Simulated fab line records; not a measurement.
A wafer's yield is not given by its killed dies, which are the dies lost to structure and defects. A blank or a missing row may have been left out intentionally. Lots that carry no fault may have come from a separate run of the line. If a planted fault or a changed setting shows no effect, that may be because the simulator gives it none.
What tool caused it?	flow n5Finfet	10 lots, 29 wafers sampled, at 6 steps of a route of 1938

## WHAT EACH GAUGE READ, for each wafer
N5_BEOL_M2_THK_MEAS_01.
lot	measured	on	M2_ILD_THK (nm)
L950	day 6 22:11	filmMetro-01	76.2 79.3 77.8
L951	day 7 05:34	filmMetro-01	79.5 81.4 79.8
L956	day 8 16:58	filmMetro-02	77.9 79.7 79.4
L957	day 8 20:40	filmMetro-02	75.8 76.7 78.7
L959	day 9 12:21	filmMetro-01	78.3 78.9 77.4
L960	day 9 13:58	filmMetro-02	56.0 75.9 57.3
L961	day 9 18:28	filmMetro-01	78.6 80.4 79.1
L962	day 9 19:54	filmMetro-01	77.9 59.0
L968	day 11 06:32	filmMetro-02	79.7 81.4 80.1
L971	day 12 08:08	filmMetro-01	78.2 79.1 79.0

N5_BEOL_M4_RC_MEAS_101.
lot	measured	on	DIBL_N (mV/V)	DIBL_P (mV/V)	IOFF_N (nA/um)	IOFF_P (nA/um)	ION_N (uA/um)	ION_P (uA/um)	SS_N (mV/dec)	SS_P (mV/dec)	VT_N (mV)	VT_P (mV)
L950	day 8 01:18	prober-02	35.8 38.5 35.0	35.5 39.1 35.3	0.155 0.207 0.146	0.16 0.22 0.17	674 680 668	460 454 454	72.5 72.3 70.5	73.2 74.7 73.0	250 248 248	-257 -251 -256
L951	day 8 11:33	prober-02	36.9 36.9 34.7	36.3 35.9 34.3	0.167 0.153 0.123	0.18 0.18 0.16	677 660 672	461 448 457	71.3 71.9 70.7	73.6 73.7 72.6	250 255 254	-254 -255 -254
L956	day 9 16:02	prober-02	36.1 36.3 36.6	35.1 35.6 35.9	0.155 0.168 0.159	0.20 0.22 0.22	669 681 673	462 465 461	71.7 70.9 71.8	73.6 73.2 74.5	252 248 251	-251 -247 -250
L957	day 10 00:16	prober-02	37.0 36.4 36.6	36.3 35.2 36.0	0.172 0.160 0.163	0.20 0.18 0.19	684 684 682	466 468 461	72.0 71.0 71.5	73.8 73.5 73.7	248 248 251	-253 -253 -253
L959	day 10 20:08	prober-01	39.2 32.8 35.6	38.8 30.8 34.7	0.220 0.107 0.146	0.28 0.16 0.21	699 658 670	477 465 463	72.1 70.5 71.4	74.7 72.3 73.2	243 254 252	-247 -252 -252
L960	day 10 22:46	prober-02	35.4 33.6 35.8	35.3 34.6 36.7	0.164 0.139 0.188	0.23 0.23 0.27	678 672 695	467 474 480	71.0 70.8 71.8	72.4 72.7 73.8	247 248 246	-245 -247 -245
L961	day 11 03:14	prober-01	36.4 34.0 35.7	37.6 35.2 37.5	0.171 0.133 0.155	0.28 0.25 0.28	694 680 688	480 485 480	71.3 70.9 71.4	73.8 73.3 74.7	248 249 248	-240 -243 -244
L962	day 11 05:26	prober-01	35.9 37.1	35.5 37.1	0.157 0.174	0.21 0.24	675 688	461 467	70.7 71.6	72.9 73.9	250 249	-250 -248
L968	day 13 12:47	prober-01	38.1 37.2 38.8	38.5 36.4 38.3	0.208 0.179 0.202	0.24 0.20 0.25	692 673 686	468 455 466	71.7 71.9 72.1	73.9 73.5 74.6	247 249 246	-249 -254 -250
L971	day 14 00:35	prober-02	36.8 36.1 36.3	37.8 37.0 36.7	0.184 0.167 0.166	0.23 0.21 0.21	694 684 680	471 464 459	71.0 71.1 71.8	73.2 72.9 73.4	246 248 247	-249 -251 -253

## TOOL THAT RAN EACH LOT (tool first, then ch and the chambers of the sampled wafers, then the start)
lot	N5_BEOL_M1_SPUTTER_90	N5_BEOL_M1_ANNEAL_93	N5_BEOL_M1_CO_CAP_55	N5_BEOL_M2_ILD_DEP_00
L950	pvdSputter-02, day 6 20:04	pvdSputter-02, day 6 20:22	cvdCo-01 ch 0,1,2, day 6 21:52	pecvd-03 ch 1,2, day 6 22:07
L951	pvdSputter-03, day 7 03:44	pvdSputter-03, day 7 04:02	cvdCo-02 ch 0,1, day 7 05:16	pecvd-03 ch 0,1, day 7 05:30
L956	pvdSputter-02, day 8 14:49	pvdSputter-02, day 8 15:07	cvdCo-01 ch 0,2, day 8 16:28	pecvd-01 ch 0,2, day 8 16:43
L957	pvdSputter-03, day 8 18:49	pvdSputter-03, day 8 19:07	cvdCo-01 ch 0,1, day 8 20:20	pecvd-03 ch 1,2, day 8 20:35
L959	pvdSputter-03, day 9 10:11	pvdSputter-03, day 9 10:29	cvdCo-02 ch 1,2, day 9 12:02	pecvd-03 ch 0,2, day 9 12:17
L960	pvdSputter-01, day 9 11:58	pvdSputter-01, day 9 12:16	cvdCo-02 ch 0,1,2, day 9 13:40	pecvd-03 ch 0,1,2, day 9 13:55
L961	pvdSputter-01, day 9 16:36	pvdSputter-01, day 9 16:54	cvdCo-01 ch 0,2, day 9 18:08	pecvd-02 ch 0,1, day 9 18:24
L962	pvdSputter-02, day 9 18:04	pvdSputter-02, day 9 18:22	cvdCo-02 ch 0,1, day 9 19:37	pecvd-03 ch 1,2, day 9 19:51
L968	pvdSputter-01, day 11 04:42	pvdSputter-01, day 11 05:00	cvdCo-01 ch 0,2, day 11 06:13	pecvd-02 ch 0,1,2, day 11 06:28
L971	pvdSputter-03, day 12 06:15	pvdSputter-03, day 12 06:33	cvdCo-01 ch 0,2, day 12 07:46	pecvd-02 ch 0,1, day 12 08:03
- N5_BEOL_M1_SPUTTER_90: material Cu, target thk 4.5 nm, time 8.29 s.
- N5_BEOL_M1_ANNEAL_93: time 240 s.
- N5_BEOL_M1_CO_CAP_55: material Co, precursor CCTBA/H2, target thk 2 nm, time 102.1 s.
- N5_BEOL_M2_ILD_DEP_00: deposits SiOC from DEMS/O2, target thk 79 nm, time 15.3 s.

## WHAT THE TOOLS THEMSELVES READ (means of the sampled wafers that have a number; where no wafer has one, the mark that the record gives instead)
N5_BEOL_M1_SPUTTER_90.
lot	tool	chamberPressurePa (Pa)	chuckSensorTempC (C)	throttleValvePct (%)
L950	pvdSputter-02	0.07	-16.1	29.3
L951	pvdSputter-03	0.07	-16.1	31.0
L956	pvdSputter-02	0.07	-16.1	29.0
L957	pvdSputter-03	0.07	-15.9	30.7
L959	pvdSputter-03	0.07	-16.1	31.0
L960	pvdSputter-01	0.07	-15.8	30.5
L961	pvdSputter-01	0.07	-16.0	30.6
L962	pvdSputter-02	0.07	-15.8	29.1
L968	pvdSputter-01	0.07	-15.6	29.7
L971	pvdSputter-03	0.07	-15.9	30.7

N5_BEOL_M1_ANNEAL_93.
lot	tool	heaterPowerW (W)
L950	pvdSputter-02	827
L951	pvdSputter-03	789
L956	pvdSputter-02	830
L957	pvdSputter-03	804
L959	pvdSputter-03	793
L960	pvdSputter-01	820
L961	pvdSputter-01	870
L962	pvdSputter-02	886
L968	pvdSputter-01	790
L971	pvdSputter-03	794

N5_BEOL_M1_CO_CAP_55.
lot	tool	heaterPowerW (W)
L950	cvdCo-01	233
L951	cvdCo-02	204
L956	cvdCo-01	225
L957	cvdCo-01	228
L959	cvdCo-02	224
L960	cvdCo-02	215
L961	cvdCo-01	227
L962	cvdCo-02	214
L968	cvdCo-01	228
L971	cvdCo-01	229

N5_BEOL_M2_ILD_DEP_00.
lot	tool	heaterPowerW (W)	rfFwdPowerW (W)	showerheadPlenumPTorr (Torr)	showerheadVppV (V)	throttleValvePct (%)
L950	pecvd-03	563	488.4	5.693	1329	11.7
L951	pecvd-03	527	492.4	5.682	1326	11.6
L956	pecvd-01	443	493.4	5.676	1310	11.0
L957	pecvd-03	589	488.2	5.680	1337	11.9
L959	pecvd-03	637	490.5	5.687	1314	11.6
L960	pecvd-03	526	489.3	5.684	1308	11.6
L961	pecvd-02	499	495.1	5.703	1367	11.8
L962	pecvd-03	542	489.3	5.691	1334	11.8
L968	pecvd-02	491	493.9	5.712	1436	11.7
L971	pecvd-02	468	497.6	5.710	1363	11.8

## THE ANSWER, worked out from the rows above alone
Rule: the lots themselves supply what counts as usual. Put in order of their means at a reading, lots are off if they are a third of the lots or fewer, leave a main group of 4 or more, and stand apart from it by a gap of 3 or more times the standard deviation of the main group's means; of several such gaps the widest counts. A main group is skipped when, at the precision printed for the reading in the tables above, its means are all equal. A lot without any number at a reading at which 4 lots or more have one is off too. All remaining lots with rows at the step are treated as sound. The gauges are gone through in route order, then the tools' own readings, and for those a lot's mean is taken as printed above. The first step at which some lot is off is used, and at that step the reading that is off furthest; a lot without a number counts as furthest.
Off: L960, L962, seen at N5_BEOL_M2_THK_MEAS_01 (M2_ILD_THK). The main group: mean 78.8 nm, standard deviation 1.1.
A tool fits if, at a process step before that reading, it ran every lot that is off, and no sound lot after the first of them. The gauges at N5_BEOL_M2_THK_MEAS_01 aren't tried: what is off there is off at N5_BEOL_M1_CO_CAP_55 too, on other tools, and a gauge's error can't cause that. This does not decide it: 2 tools fit, namely cvdCo-02 at N5_BEOL_M1_CO_CAP_55 and pecvd-03 at N5_BEOL_M2_ILD_DEP_00.

## WHAT THE SIMULATOR HAD PUT IN
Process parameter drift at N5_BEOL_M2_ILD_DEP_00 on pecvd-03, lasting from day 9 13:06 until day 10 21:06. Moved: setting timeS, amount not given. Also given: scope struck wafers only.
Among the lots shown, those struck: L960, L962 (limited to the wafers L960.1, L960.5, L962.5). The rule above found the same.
